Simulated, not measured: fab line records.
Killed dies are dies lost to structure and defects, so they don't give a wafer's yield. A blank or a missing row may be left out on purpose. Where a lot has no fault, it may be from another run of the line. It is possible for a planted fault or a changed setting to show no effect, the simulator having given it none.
Split-lot study || flow n5-finfet || route with 1938 steps; 7 lots, 21 wafers read

## THE SPLIT
At N5_BEOL_M0_SAQP_MANDREL_ETCH_20 (etches a-Si in HBr/Cl2, stops on SiNx, target depth 60 nm, bt time 10 s, time 30 s), the setting bias-w was moved away from the recipe's 75 W on 6 of the 21 wafers read, by -15.6% to +13.7%. This setting was run at the recipe's value on the other wafers.

The reading is taken at the split's own step.

## THE READING
SOC_of_BEOL_M0_SAQP_COAT_81.thk-nm (the simulator's own value, which no gauge read), in nm, at N5_BEOL_M0_SAQP_MANDREL_ETCH_20 (etches a-Si in HBr/Cl2, stops on SiNx, target depth 60 nm, bt time 10 s, time 30 s). The file gives no usual value for it. Average 75.6 nm, standard deviation 0.34 nm, over the 15 wafers here run with the recipe.

{"wafer": "L078.1", "tool, chamber at the split": "rie-si-05, 1", "bias-w as run, W": 75, "against the recipe": "recipe", "SOC_of_BEOL_M0_SAQP_COAT_81.thk-nm, nm": 75.6, "against lot-mates on the recipe": "-"}
{"wafer": "L078.3", "tool, chamber at the split": "rie-si-05, 3", "bias-w as run, W": 75, "against the recipe": "recipe", "SOC_of_BEOL_M0_SAQP_COAT_81.thk-nm, nm": 76.2, "against lot-mates on the recipe": "-"}
{"wafer": "L078.4", "tool, chamber at the split": "rie-si-05, 0", "bias-w as run, W": 75, "against the recipe": "recipe", "SOC_of_BEOL_M0_SAQP_COAT_81.thk-nm, nm": 75.8, "against lot-mates on the recipe": "-"}
{"wafer": "L081.1", "tool, chamber at the split": "rie-si-05, 2", "bias-w as run, W": 75, "against the recipe": "recipe", "SOC_of_BEOL_M0_SAQP_COAT_81.thk-nm, nm": 75, "against lot-mates on the recipe": "-"}
{"wafer": "L081.2", "tool, chamber at the split": "rie-si-05, 0", "bias-w as run, W": 75, "against the recipe": "recipe", "SOC_of_BEOL_M0_SAQP_COAT_81.thk-nm, nm": 75.8, "against lot-mates on the recipe": "-"}
{"wafer": "L081.6", "tool, chamber at the split": "rie-si-05, 3", "bias-w as run, W": 68.21, "against the recipe": "-9.1%", "SOC_of_BEOL_M0_SAQP_COAT_81.thk-nm, nm": 76.8, "against lot-mates on the recipe": "+1.4"}
{"wafer": "L083.1", "tool, chamber at the split": "rie-si-06, 2", "bias-w as run, W": 63.3, "against the recipe": "-15.6%", "SOC_of_BEOL_M0_SAQP_COAT_81.thk-nm, nm": 77.4, "against lot-mates on the recipe": "+1.8"}
{"wafer": "L083.2", "tool, chamber at the split": "rie-si-06, 0", "bias-w as run, W": 75, "against the recipe": "recipe", "SOC_of_BEOL_M0_SAQP_COAT_81.thk-nm, nm": 75.8, "against lot-mates on the recipe": "-"}
{"wafer": "L083.6", "tool, chamber at the split": "rie-si-06, 3", "bias-w as run, W": 75, "against the recipe": "recipe", "SOC_of_BEOL_M0_SAQP_COAT_81.thk-nm, nm": 75.4, "against lot-mates on the recipe": "-"}
{"wafer": "L084.1", "tool, chamber at the split": "rie-si-06, 3", "bias-w as run, W": 75, "against the recipe": "recipe", "SOC_of_BEOL_M0_SAQP_COAT_81.thk-nm, nm": 75.2, "against lot-mates on the recipe": "-"}
{"wafer": "L084.5", "tool, chamber at the split": "rie-si-06, 1", "bias-w as run, W": 75, "against the recipe": "recipe", "SOC_of_BEOL_M0_SAQP_COAT_81.thk-nm, nm": 75.6, "against lot-mates on the recipe": "-"}
{"wafer": "L084.6", "tool, chamber at the split": "rie-si-06, 0", "bias-w as run, W": 75, "against the recipe": "recipe", "SOC_of_BEOL_M0_SAQP_COAT_81.thk-nm, nm": 75.4, "against lot-mates on the recipe": "-"}
{"wafer": "L086.2", "tool, chamber at the split": "rie-si-02, 1", "bias-w as run, W": 75, "against the recipe": "recipe", "SOC_of_BEOL_M0_SAQP_COAT_81.thk-nm, nm": 76.2, "against lot-mates on the recipe": "-"}
{"wafer": "L086.4", "tool, chamber at the split": "rie-si-02, 2", "bias-w as run, W": 75, "against the recipe": "recipe", "SOC_of_BEOL_M0_SAQP_COAT_81.thk-nm, nm": 76, "against lot-mates on the recipe": "-"}
{"wafer": "L086.6", "tool, chamber at the split": "rie-si-02, 3", "bias-w as run, W": 64.26, "against the recipe": "-14.3%", "SOC_of_BEOL_M0_SAQP_COAT_81.thk-nm, nm": 77.6, "against lot-mates on the recipe": "+1.5"}
{"wafer": "L087.1", "tool, chamber at the split": "rie-si-05, 2", "bias-w as run, W": 75, "against the recipe": "recipe", "SOC_of_BEOL_M0_SAQP_COAT_81.thk-nm, nm": 75.6, "against lot-mates on the recipe": "-"}
{"wafer": "L087.3", "tool, chamber at the split": "rie-si-05, 0", "bias-w as run, W": 85.24, "against the recipe": "+13.7%", "SOC_of_BEOL_M0_SAQP_COAT_81.thk-nm, nm": 74.8, "against lot-mates on the recipe": -0.8}
{"wafer": "L087.5", "tool, chamber at the split": "rie-si-05, 2", "bias-w as run, W": 85.24, "against the recipe": "+13.7%", "SOC_of_BEOL_M0_SAQP_COAT_81.thk-nm, nm": 74, "against lot-mates on the recipe": -1.6}
{"wafer": "L091.1", "tool, chamber at the split": "rie-si-06, 2", "bias-w as run, W": 75, "against the recipe": "recipe", "SOC_of_BEOL_M0_SAQP_COAT_81.thk-nm, nm": 75.8, "against lot-mates on the recipe": "-"}
{"wafer": "L091.2", "tool, chamber at the split": "rie-si-06, 3", "bias-w as run, W": 75, "against the recipe": "recipe", "SOC_of_BEOL_M0_SAQP_COAT_81.thk-nm, nm": 75.2, "against lot-mates on the recipe": "-"}
{"wafer": "L091.5", "tool, chamber at the split": "rie-si-06, 3", "bias-w as run, W": 66.2, "against the recipe": "-11.7%", "SOC_of_BEOL_M0_SAQP_COAT_81.thk-nm, nm": 76.6, "against lot-mates on the recipe": "+1.1"}

THE FIT
A straight line over all 21 wafers: SOC_of_BEOL_M0_SAQP_COAT_81.thk-nm changes by -0.106 nm for each +1% of bias-w; r = -0.91; the points scatter about the line by 0.36 nm.
The same after taking each lot's own level away (the mean of its wafers on the recipe; 21 wafers): -0.103 nm for each +1%; r = -0.94; scatter 0.28 nm.
On that fit, the largest move of bias-w shifts the reading by 1.6 nm.
Across the lots, their own levels run from 75.40 to 76.10 nm, a range of 2.0 times the standard deviation given above.
Consequently the slope shifts little with the lot-to-lot level, the two slopes agreeing.
Check: +1.6 nm against its lot-mates is what the line predicts for one of the wafers moved furthest among these (-15.6%) when that wafer is left out of the fit. It came out at +1.8 nm against them.

## THESE WAFERS: OTHER SPLITS
These wafers also went through other splits before the reading. Each is held against what the fit with the lots' levels taken away leaves over:
{"other split on the same wafers": "N5_SD_EPI_P_EPI_21 time-s", "wafers away from the commonest value": 8, "r with SOC_of_BEOL_M0_SAQP_COAT_81.thk-nm (lot level and that fit taken away)": -0.28}
{"other split on the same wafers": "N5_SD_ACTIVATION_LSA_01 temp-c", "wafers away from the commonest value": 5, "r with SOC_of_BEOL_M0_SAQP_COAT_81.thk-nm (lot level and that fit taken away)": -0.06}
{"other split on the same wafers": "N5_HKMG_FIN_COAT_66 spin-rpm", "wafers away from the commonest value": 9, "r with SOC_of_BEOL_M0_SAQP_COAT_81.thk-nm (lot level and that fit taken away)": -0.20}
{"other split on the same wafers": "N5_MOL_CONTACT_COAG_EXPOSE_05 dose-mj", "wafers away from the commonest value": 8, "r with SOC_of_BEOL_M0_SAQP_COAT_81.thk-nm (lot level and that fit taken away)": -0.09}
{"other split on the same wafers": "N5_MOL_CONTACT_COAG_CVD_140 target-thk-a", "wafers away from the commonest value": 10, "r with SOC_of_BEOL_M0_SAQP_COAT_81.thk-nm (lot level and that fit taken away)": -0.18}
{"other split on the same wafers": "N5_BEOL_M0_SAQP_PECVD_96 time-s", "wafers away from the commonest value": 6, "r with SOC_of_BEOL_M0_SAQP_COAT_81.thk-nm (lot level and that fit taken away)": "+0.12"}

## THE FILE'S OWN FIT
SOC_of_BEOL_M0_SAQP_COAT_81.thk-nm changes by -0.107 nm for each +1% of bias-w, r = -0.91.
